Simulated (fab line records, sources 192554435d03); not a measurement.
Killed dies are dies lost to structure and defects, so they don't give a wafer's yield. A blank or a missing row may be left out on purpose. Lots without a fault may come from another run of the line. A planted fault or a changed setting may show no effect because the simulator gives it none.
Chamber matching | flow n5_finfet | N5_MOL_CONTACT_COAG_ETCHBACK_134 on rie_diel-02: 4 sister chambers
The step etches SiO2 in CHF3, target depth 10 nm, time 6.7 s. 18 wafers are shown with their chamber, then 9 later ones without.

WAFERS WITH THEIR CHAMBER
wafer  | chamber | showerhead_plenum_p_Torr (Torr) | throttle_valve_pct (%) | drypump_motor_current_A (A)
L077.1 | 3       | 2.37                            | 19.17                  | 5.6
L077.2 | 0       | 2.36                            | 18.60                  | 5.6
L077.3 | 1       | 2.45                            | 18.89                  | 5.9
L079.1 | 1       | 2.45                            | 18.90                  | 5.9
L079.4 | 0       | 2.36                            | 18.61                  | 5.5
L079.5 | 0       | 2.36                            | 18.63                  | 5.6
L080.1 | 3       | 2.36                            | 19.18                  | 5.6
L080.2 | 2       | 2.36                            | 18.66                  | 5.4
L080.3 | 1       | 2.45                            | 18.90                  | 5.9
L080.4 | 0       | 2.36                            | 18.62                  | 5.7
L080.5 | 0       | 2.36                            | 18.62                  | 5.7
L080.6 | 1       | 2.45                            | 18.90                  | 5.9
L082.2 | 1       | 2.45                            | 18.90                  | 5.8
L082.3 | 2       | 2.36                            | 18.69                  | 5.4
L082.5 | 2       | 2.36                            | 18.67                  | 5.4
L083.1 | 3       | 2.36                            | 19.20                  | 5.6
L083.2 | 2       | 2.36                            | 18.67                  | 5.4
L083.6 | 2       | 2.36                            | 18.68                  | 5.4

SIGNATURES (means of the wafers above)
reading                  | chamber 0 | chamber 1 | chamber 2 | chamber 3 | scatter within a chamber
showerhead_plenum_p_Torr | 2.3600    | 2.4500    | 2.3600    | 2.3633    | 0.00218
throttle_valve_pct       | 18.6160   | 18.8980   | 18.6740   | 19.1833   | 0.0106
drypump_motor_current_A  | 5.620     | 5.880     | 5.400     | 5.600     | 0.0507
Rule: a wafer's distance from a chamber is the root of the sum, over the readings, of the square of ((its reading less the chamber's mean) divided by the reading's scatter). The wafer belongs to the nearest chamber; if the next one is less than 2 further off, it can't be placed. The scatter: the root of (the sum of the squares of (reading less its chamber's mean) over the shown wafers, divided by (wafers less chambers)).

WAFERS WITHOUT THEIR CHAMBER
wafer  | showerhead_plenum_p_Torr (Torr) | throttle_valve_pct (%) | drypump_motor_current_A (A)
L086.1 | 2.35                            | 18.70                  | 5.4
L086.2 | 2.36                            | 19.23                  | 5.6
L086.3 | 2.35                            | 18.65                  | 5.6
L086.4 | 2.45                            | 18.92                  | 5.9
L086.5 | 2.45                            | 18.92                  | 5.8
L086.6 | 2.35                            | 18.65                  | 5.6
L089.1 | 2.44                            | 18.92                  | 5.9
L089.2 | 2.35                            | 18.64                  | 5.6
L089.6 | 2.35                            | 18.73                  | 5.4

WHICH CHAMBER EACH WENT THROUGH
wafer  | from the rows above     | in truth
L086.1 | 2                       | 2
L086.2 | 3                       | 3
L086.3 | can't be placed: 0 or 2 | 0
L086.4 | 1                       | 1
L086.5 | 1                       | 1
L086.6 | can't be placed: 0 or 2 | 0
L089.1 | 1                       | 1
L089.2 | can't be placed: 0 or 2 | 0
L089.6 | 2                       | 2
Placed correctly: 6 of 9. Can't be placed from these rows: 3 (the true chamber is among the candidates in 3). Placed wrongly: 0.
